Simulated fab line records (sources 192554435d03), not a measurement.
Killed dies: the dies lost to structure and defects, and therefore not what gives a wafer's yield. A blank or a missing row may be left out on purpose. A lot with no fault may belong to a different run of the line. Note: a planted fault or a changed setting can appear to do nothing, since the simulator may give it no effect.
fab line records	flow n5_finfet
record: lots: 5	wafers: 15	last_day: 19
route steps=1938 shown BEOL_M9@1455 PASSIVATION@1936
lots untouched by any fault: they come from a run of this same line in which no faults occurred
start_h: the number of hours between the record's first day and the start of the first shown wafer of the lot	wait_h: time in hours since the lot's previous step	" same as the row above	L1.1+2: several wafers, shown together as one row	- value missing, or start not given	* or withheld: withheld	< > ~ a bound
route shown NAME@n: names a module that has steps shown in the file, with the first one's number in the route	usual: mean and standard deviation over wafers with no fault	same: alike in all rows	chamber/n: place in a boat	sites: each site's reading	_std_site: standard deviation of those values	_edge_site: the outer-site mean with the inner-site mean subtracted	radius_mm: how far each site lies from the wafer's centre	mask NAME#n: copy n	behind: tool/chamber where the wafer was last shaped	hold: reason for holding the lot/hours on hold/outcome of the hold	device: the n, p or np transistor that did not switch	end of line: at the end of the route, the tests of the same wafers	step lacking rows: just its recipe	killed: dies lost to structure and defects at the first sort, not the wafer's yield	map: the dies of a wafer, with x for killed, . for not killed, _ for no die there
set.NAME: setting as actually run; set.NAME@STEP: the setting as run at that earlier step	model.NAME: the simulator's own value behind a step, which no gauge read
lots at some steps of the route; a table a step, a row a wafer
services: from which hour (start_h, from the record's first day; less than 0 if before it) a tool's chamber was out of use, for how many hours, and why
== steps ==
step: N5_BEOL_M9_CURE_72
recipe: temp_c: 370	time_s: 120	ambient: DMADMS/He	material: SiCOH_lowk
step: N5_BEOL_M9_DEGAS_44
recipe: ambient: vacuum	temp_c: 250	time_s: 60
usual: heater_power_w: 341/35
lot.wafer	tool	chamber	start_h	wait_h	heater_power_w
L313.1	pvd_sputter-03	-	257.08	0.4	318
L313.4	"	-	"	"	353
L313.5	"	-	"	"	319
L315.2	pvd_sputter-01	-	269.84	3.1	350
L315.3	"	-	"	"	293
L315.6	"	-	"	"	288
L319.1	pvd_sputter-03	-	297.10	0.3	298
L319.5	"	-	"	"	366
L319.6	"	-	"	"	371
L325.2	pvd_sputter-01	-	340.15	0.2	330
L325.3	"	-	"	"	337
L325.4	"	-	"	"	353
L332.1	pvd_sputter-03	-	382.52	0.4	376
L332.4	"	-	"	"	289
L332.5	"	-	"	"	374
step: N5_BEOL_M9_PRE_CLEAN_45
recipe: gas: H2/He	time_s: 30	temp_c: 250
usual: heater_power_w: 341/36
lot.wafer	tool	chamber	start_h	wait_h	heater_power_w
L313.1	pvd_sputter-03	-	257.12	0.0	316
L313.4	"	-	"	"	363
L313.5	"	-	"	"	323
L315.2	pvd_sputter-01	-	269.88	0.0	354
L315.3	"	-	"	"	289
L315.6	"	-	"	"	284
L319.1	pvd_sputter-03	-	297.14	0.0	283
L319.5	"	-	"	"	368
L319.6	"	-	"	"	379
L325.2	pvd_sputter-01	-	340.19	0.0	333
L325.3	"	-	"	"	339
L325.4	"	-	"	"	358
L332.1	pvd_sputter-03	-	382.56	0.0	363
L332.4	"	-	"	"	283
L332.5	"	-	"	"	374
step: N5_BEOL_M9_ALD_74
recipe: material: TaN	target_thk_a: 20	temp_c: 275	ald_precursor_family: PDMAT	ald_co_reactant: NH3	pressure_torr: 3	carrier_flow_sccm: 1500	pulse_time_s: 2	purge_time_s: 3	co_reactant_purge_time_s: 2	co_reactant_pulse_time_s: 3	ald_cycles: 40	precursor_vessel_temp_c: 75	precursor_vessel_pressure_torr: 26.25	precursor_vessel_carrier_sccm: 1000
usual: chamber_pressure_Torr: 3.000/0.0065	heater_power_w: 403/50
same: ald_cycles: 40
lot.wafer	tool	chamber	start_h	wait_h	chamber_pressure_Torr	heater_power_w	since_wet_clean_h
L313.1	ald_metal-01	3	257.18	0.0	3.001	397	2997
L313.4	"	0	"	"	3.011	486	2997
L313.5	"	2	"	"	2.997	426	-
L315.2	ald_metal-01	0	269.94	0.0	3.008	471	3010
L315.3	"	3	"	"	3.002	408	3010
L315.6	"	1	"	"	2.995	330	-
L319.1	ald_metal-01	0	297.22	0.1	2.983	484	3037
L319.5	"	2	"	"	2.999	428	-
L319.6	"	1	"	"	2.999	327	-
L325.2	ald_metal-01	1	340.32	0.1	3.005	327	3080
L325.3	"	0	"	"	3.003	477	3080
L325.4	"	2	"	"	3.002	415	3080
L332.1	ald_metal-04	0	382.62	0.0	3.005	369	31
L332.4	"	2	"	"	3.007	377	31
L332.5	"	2	"	"	3.008	369	-
step: N5_BEOL_M9_SURFACE_TREAT_79
recipe: gas: Ar	time_s: *	ion_energy_ev: *	ion_current_ma_cm2: 0.5	pressure_mtorr: *	ar_flow_sccm: 30
step: N5_BEOL_M9_CVD_78
recipe: material: Co	target_thk_a: 20	temp_c: withheld	precursor: CCTBA/H2	pressure_torr: 30	time_s: 138.9
step: N5_BEOL_M9_SPUTTER_48
recipe: material: Cu	target_thk_a: 120	temp_c: -20	bias_v: 60	power_w: 26000	chamber_pressure_pa: 0.13	time_s: 2
step: N5_BEOL_M9_ECD_50
recipe: material: Cu	target_thk_a: 3180
step: N5_BEOL_M9_ANNEAL_51
recipe: temp_c: 225	time_s: 90	ambient: N2
usual: wafer_temp_C_max: 225.83/0.22
lot.wafer	tool	chamber	start_h	wait_h	wafer_temp_C_max
L313.1	rtp_anneal-02	0	257.97	0.1	225.42
L313.4	"	0	"	"	225.75
L313.5	"	0	"	"	226.07
L315.2	rtp_anneal-01	0	270.79	0.1	225.55
L315.3	"	0	"	"	225.87
L315.6	"	0	"	"	225.60
L319.1	rtp_anneal-01	0	302.16	2.8	225.65
L319.5	"	0	"	"	225.93
L319.6	"	0	"	"	225.46
L325.2	rtp_anneal-01	0	341.11	0.2	225.89
L325.3	"	0	"	"	225.64
L325.4	"	0	"	"	225.68
L332.1	rtp_anneal-01	0	384.26	1.0	225.55
L332.4	"	0	"	"	225.78
L332.5	"	0	"	"	225.90
step: N5_BEOL_M9_CMP_52
recipe: stop_on: SiCOH_lowk	t_overpolish_s: 7	down_force_psi: 1	platen_rpm: 50	clearing_platen_down_force_psi: 1.5	clearing_platen_rpm: 50	post_cmp_clean: cu_alkaline	target_thk_nm: 140	clearing_platen_pad_velocity_m_s: 0.99484	pad_velocity_m_s: 0.99484
usual: barrier_field_endpoint_s: 29.1/0.68	motor_current_A: 6.2/0.63	overpolish_run_s: 7.000/0.0099	time_to_endpoint_s: 66.1/2.6
lot.wafer	tool	chamber	start_h	wait_h	barrier_field_endpoint_s	motor_current_A	overpolish_run_s	time_to_endpoint_s
L313.1	cmp-02	3	258.27	0.3	27.9	7.4	7.017	64.1
L313.4	"	1	"	"	29.2	5.9	6.999	63.7
L313.5	"	0	"	"	29.0	6.9	6.995	64.4
L315.2	cmp-03	1	271.09	0.3	29.1	5.5	7.002	64.4
L315.3	"	2	"	"	29.1	6.3	7.004	69.1
L315.6	"	1	"	"	29.2	5.7	6.992	64.9
L319.1	cmp-02	3	302.57	0.4	28.5	7.1	6.991	60.6
L319.5	"	0	"	"	28.8	6.5	7.006	62.2
L319.6	"	1	"	"	29.7	6.1	7.021	67.7
L325.2	cmp-02	1	341.37	0.2	29.8	5.9	6.999	68.7
L325.3	"	2	"	"	29.5	5.9	6.984	66.4
L325.4	"	3	"	"	29.7	7.0	7.008	65.5
L332.1	cmp-03	0	384.55	0.3	30.4	6.7	6.998	67.3
L332.4	"	2	"	"	29.6	6.6	7.012	64.2
L332.5	"	0	"	"	30.1	7.0	7.000	66.3
step: N5_BEOL_M9_THK_MEAS_53
recipe: thk_meas_gauge: xrf	reads: Cu_of_BEOL_M9_ECD_50
usual: M9_THK: 139/3.2
lot.wafer	tool	chamber	start_h	wait_h	M9_THK[nm]
L313.1	film_metro-01	-	258.56	-	139
L313.4	"	-	"	"	141
L313.5	"	-	"	"	138
L315.2	film_metro-02	-	271.38	-	140
L315.3	"	-	"	"	138
L315.6	"	-	"	"	135
L319.1	film_metro-01	-	302.75	-	140
L319.5	"	-	"	"	139
L319.6	"	-	"	"	138
L325.2	film_metro-01	-	341.67	-	137
L325.3	"	-	"	"	135
L325.4	"	-	"	"	138
L332.1	film_metro-02	-	384.85	-	139
L332.4	"	-	"	"	146
L332.5	"	-	"	"	139
step: N5_BEOL_M9_PRE_CLEAN_55
recipe: gas: NH3	time_s: 15	temp_c: withheld	rf_power_w: 300
step: N5_BEOL_M9_DEP_56
recipe: material: SiCN	target_thk_a: 150	temp_c: withheld	precursor: 3MS/NH3	pressure_torr: 3	rf_w: 202	time_s: 26.5
usual: chamber_pressure_Torr: 3.000/0.0068	showerhead_plenum_p_Torr: 3.660/0.014	throttle_valve_pct: 9.3/0.38
lot.wafer	tool	chamber	start_h	wait_h	chamber_pressure_Torr	showerhead_plenum_p_Torr	since_wet_clean_h	throttle_valve_pct	model.SiCN_of_BEOL_M9_DEP_56.thk_nm
L313.1	pecvd-03	2	258.62	0.0	2.998	3.657	26	8.9	15
L313.4	"	1	"	"	2.999	3.659	-	9.2	15
L313.5	"	0	"	"	2.996	3.665	-	9.2	15
L315.2	pecvd-02	1	271.45	0.0	2.986	3.672	1882	10.0	14.8
L315.3	"	2	"	"	2.994	3.657	403	9.2	15
L315.6	"	2	"	"	2.989	3.654	-	8.7	15.2
L319.1	pecvd-02	0	302.82	0.0	2.990	3.641	1188	9.7	22.4
L319.5	"	2	"	"	3.005	3.667	-	8.7	23
L319.6	"	0	"	"	3.003	3.636	-	9.6	14.8
L325.2	pecvd-04	1	341.73	0.0	2.986	3.687	2133	9.3	14.8
L325.3	"	0	"	"	2.991	3.656	1408	8.9	15.2
L325.4	"	1	"	"	3.000	3.687	-	9.4	15
L332.1	pecvd-02	1	384.91	0.0	2.996	3.672	1995	9.6	15.2
L332.4	"	1	"	"	2.996	3.665	-	10.1	15
L332.5	"	2	"	"	3.006	3.660	-	9.1	15.4
step: N5_BEOL_M9_RS_MEAS_57
recipe: thk_meas_gauge: four-point-probe	reads: Cu_of_BEOL_M9_ECD_50+Co_of_BEOL_M9_CVD_78+TaN_of_BEOL_M9_ALD_74
usual: M9_RS: 0.152/0.0035
lot.wafer	tool	chamber	start_h	wait_h	M9_RS[ohm/sq]
L313.1	film_metro-02	-	258.70	0.1	0.152
L313.4	"	-	"	"	0.150
L313.5	"	-	"	"	0.154
L315.2	film_metro-02	-	271.52	0.1	0.150
L315.3	"	-	"	"	0.152
L315.6	"	-	"	"	0.156
L319.1	film_metro-02	-	302.92	0.1	0.150
L319.5	"	-	"	"	0.153
L319.6	"	-	"	"	0.153
L325.2	film_metro-01	-	341.80	0.1	0.155
L325.3	"	-	"	"	0.157
L325.4	"	-	"	"	0.153
L332.1	film_metro-01	-	384.98	0.1	0.152
L332.4	"	-	"	"	0.145
L332.5	"	-	"	"	0.152
step: N5_PASSIVATION_PROBE_49
usual: defect_limited_yield: 91.6/1.4	killed_at_M0_to_M3: 35/10	killed_at_M4_up: 13/4.8	killed_at_contacts: 12/7.2	killed_at_front_end: 36/12	killed_at_other: 4/3.1	killed_dies: 100/17	killed_open: 66/13	killed_short: 32/7.3	sort_bin_5_function: 5.0/0.94	sort_bin_6_memory: 3.1/0.67	sort_bin_8_speed: 0.01/0.047	sort_n_pass: 1080/17	sort_yield_pct: 91.6/1.4
same: gross_dies: 1180	killed_at_back_side: 0	sort_bin_4_leakage[%]: 0
lot.wafer	tool	chamber	start_h	wait_h	defect_limited_yield[%]	killed_at_M0_to_M3	killed_at_M4_up	killed_at_contacts	killed_at_front_end	killed_at_other	killed_dies	killed_open	killed_short	sort_bin_5_function[%]	sort_bin_6_memory[%]	sort_bin_8_speed[%]	sort_n_pass	sort_yield_pct[%]
L313.1	prober-02	-	323.37	0.0	90.6	47	18	6	39	1	111	69	36	5.3	3.1	0	1069	90.6
L313.4	prober-02	-	323.52	0.2	91.9	34	13	13	30	5	95	70	25	5.2	2.9	0	1085	91.9
L313.5	prober-02	-	323.57	0.2	90.7	38	9	16	44	3	110	77	32	4.9	4.2	0	1070	90.7
L315.2	prober-02	-	356.07	0.1	89.7	63	7	24	23	5	122	73	48	5.6	4.4	0	1058	89.7
L315.3	prober-02	-	356.12	0.1	93.6	21	8	29	17	1	76	52	24	3.6	2.6	0.25	1101	93.3
L315.6	prober-02	-	356.27	0.3	91.9	24	11	33	25	3	96	68	26	5.1	3.0	0	1084	91.9
L319.1	prober-02	-	375.70	0.0	93.6	26	16	8	23	2	75	46	27	3.6	2.3	0	1105	93.6
L319.5	prober-02	-	375.90	0.2	94.3	28	11	8	20	0	67	43	24	3.4	1.9	0	1113	94.3
L319.6	prober-02	-	375.95	0.3	93.2	35	6	4	34	1	80	53	21	4.1	1.6	0	1100	93.2
L325.2	prober-02	-	418.19	0.1	92.6	26	8	17	34	2	87	49	35	4.2	3.0	0	1093	92.6
L325.3	prober-02	-	418.24	0.1	91.4	34	19	15	29	5	102	79	22	5.3	3.2	0	1078	91.4
L325.4	prober-02	-	418.29	0.2	92.5	22	6	9	35	17	89	54	31	4.7	2.4	0	1091	92.5
killed by level:class
L313.1 BEOL_M2:geometric_particle:open=12 FIN_SAQP:geometric_particle:open=8 BEOL_M1:geometric_particle:open=8 BEOL_M0_SAQP:geometric_particle:short=7 BEOL_M3:geometric_particle:open=7 BEOL_M4:geometric_particle:short=7 BEOL_M0_SAQP:geometric_particle:open=5 FIN_SAQP:geometric_particle:short=4
L313.4 MOL_CONTACT_COAG:geometric_particle:open=10 BEOL_M2:geometric_particle:open=10 BEOL_M4:geometric_particle:open=8 GATE_CUT:geometric_particle:open=6 BEOL_M0_SAQP:geometric_particle:open=6 BEOL_M1:geometric_particle:open=6 GATE_CUT:geometric_particle:short=5 BEOL_M0_SAQP:geometric_particle:short=5
L313.5 FIN_SAQP:geometric_particle:open=13 MOL_CONTACT_COAG:geometric_particle:open=13 BEOL_M1:geometric_particle:open=11 BEOL_M0_SAQP:geometric_particle:open=9 GATE_CUT:geometric_particle:open=5 SPACER0:geometric_particle:short=4 BEOL_M0_SAQP:geometric_particle:short=4 BEOL_M3:geometric_particle:open=4
L315.2 BEOL_M0_SAQP:geometric_particle:short=23 MOL_CONTACT_COAG:geometric_particle:open=20 BEOL_M0_SAQP:geometric_particle:open=13 BEOL_M2:geometric_particle:open=12 STI_FIN_REVEAL:geometric_particle:open=6 BEOL_M1:geometric_particle:open=5 MOL_CONTACT_COAG:geometric_particle:short=4 BEOL_M3:geometric_particle:open=4
L315.3 MOL_CONTACT_COAG:geometric_particle:open=24 BEOL_M0_SAQP:geometric_particle:short=9 BEOL_M0_SAQP:geometric_particle:open=7 MOL_CONTACT_COAG:geometric_particle:short=5 FIN_SAQP:geometric_particle:short=4 STI_FIN_REVEAL:geometric_particle:open=4 BEOL_M2:geometric_particle:short=3 FIN_SAQP:geometric_particle:open=2
L315.6 MOL_CONTACT_COAG:geometric_particle:open=26 STI_FIN_REVEAL:geometric_particle:open=10 BEOL_M2:geometric_particle:open=8 MOL_CONTACT_COAG:geometric_particle:short=7 BEOL_M0_SAQP:geometric_particle:short=6 BEOL_M3:geometric_particle:open=6 FIN_SAQP:geometric_particle:short=5 FIN_SAQP:geometric_particle:open=4
L319.1 BEOL_M2:geometric_particle:open=12 BEOL_M4:geometric_particle:open=6 MOL_CONTACT_COAG:geometric_particle:open=6 BEOL_M4:geometric_particle:short=5 BEOL_M3:geometric_particle:open=4 STARTING-WAFER:geometric_particle:short=4 FIN_SAQP:geometric_particle:short=3 GATE_CUT:geometric_particle:short=3
L319.5 BEOL_M0_SAQP:geometric_particle:open=7 MOL_CONTACT_COAG:geometric_particle:open=6 BEOL_M1:geometric_particle:open=6 BEOL_M0_SAQP:geometric_particle:short=5 BEOL_M4:geometric_particle:open=4 STARTING-WAFER:geometric_particle:short=4 FIN_SAQP:geometric_particle:open=3 DUMMY_GATE:geometric_particle:open=3
L319.6 BEOL_M2:geometric_particle:open=11 STI_FIN_REVEAL:geometric_particle:open=10 BEOL_M3:geometric_particle:open=9 BEOL_M0_SAQP:geometric_particle:short=6 HKMG_FIN:area_etch=6 STARTING-WAFER:geometric_particle:open=4 FIN_SAQP:geometric_particle:open=3 STI_FIN_REVEAL:geometric_particle:short=3
L325.2 MOL_CONTACT_COAG:geometric_particle:open=14 BEOL_M2:geometric_particle:open=7 BEOL_M2:geometric_particle:short=7 DUMMY_GATE:geometric_particle:open=6 FIN_SAQP:geometric_particle:short=5 GATE_CUT:geometric_particle:open=4 BEOL_M0:geometric_particle:short=4 MOL_CONTACT_COAG:geometric_particle:short=3
L325.3 MOL_CONTACT_COAG:geometric_particle:open=14 BEOL_M1:geometric_particle:open=13 BEOL_M4:geometric_particle:open=9 BEOL_M8:geometric_particle:open=9 FIN_SAQP:geometric_particle:open=6 BEOL_M0_SAQP:geometric_particle:open=5 BEOL_M2:geometric_particle:open=4 FIN_SAQP:geometric_particle:short=3
L325.4 FIN_SAQP:geometric_particle:short=8 MOL_CONTACT_COAG:geometric_particle:open=7 BEOL_M1:geometric_particle:open=7 PAD_METAL:geometric_particle:short=6 BEOL_M2:geometric_particle:open=6 FIN_SAQP:geometric_particle:open=4 DUMMY_GATE:geometric_particle:open=4 SPACER0:geometric_particle:open=4
== services ==
tool	chamber	start_h	hours	kind
cmp-03	-	237.49	1.0	repair
pecvd-02	-	240.29	0.7	repair
cmp-03	-	240.40	3.9	pm
pecvd-02	2	245.18	15.3	repair
cmp-03	-	250.66	1.3	repair
pvd_sputter-01	-	272.01	0.5	repair
cmp-03	-	275.55	2.8	repair
pecvd-02	1	291.84	19.8	repair
rtp_anneal-02	-	294.48	22.1	pm
pecvd-03	0	308.66	4.7	repair
cmp-03	-	311.47	1.6	repair
ald_metal-01	0	317.79	4.0	repair
cmp-02	-	319.88	12.0	pm
cmp-03	-	326.61	2.4	repair
cmp-03	-	329.16	4.2	pm
cmp-03	-	335.83	2.4	repair
cmp-02	-	347.14	1.0	repair
cmp-02	-	350.49	4.9	pm
ald_metal-01	2	353.41	9.2	repair
cmp-03	-	357.26	4.0	pm
cmp-03	-	372.91	0.8	repair
cmp-03	-	374.93	0.9	repair
pvd_sputter-03	-	378.12	2.5	repair
cmp-03	-	378.63	1.8	repair
== key ==
first_sign none at tools or gauges
model_effect: step: N5_BEOL_M9_DEP_56	value: SiCN_of_BEOL_M9_DEP_56.thk_nm	without: 14.9	struck: 22.7
met_at N5_BEOL_M9_DEP_56
struck_wafers L319.1,L319.5
onset_between 271.45 302.82
fault: kind: process_parameter_drift	tool: pecvd-02	chamber: -	onset_h: 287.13	steps: N5_BEOL_M9_DEP_56	channel: time_s	offset: *	shape: step	end_h: 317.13	scope: struck_wafers_only	acts_in: *	stated: *
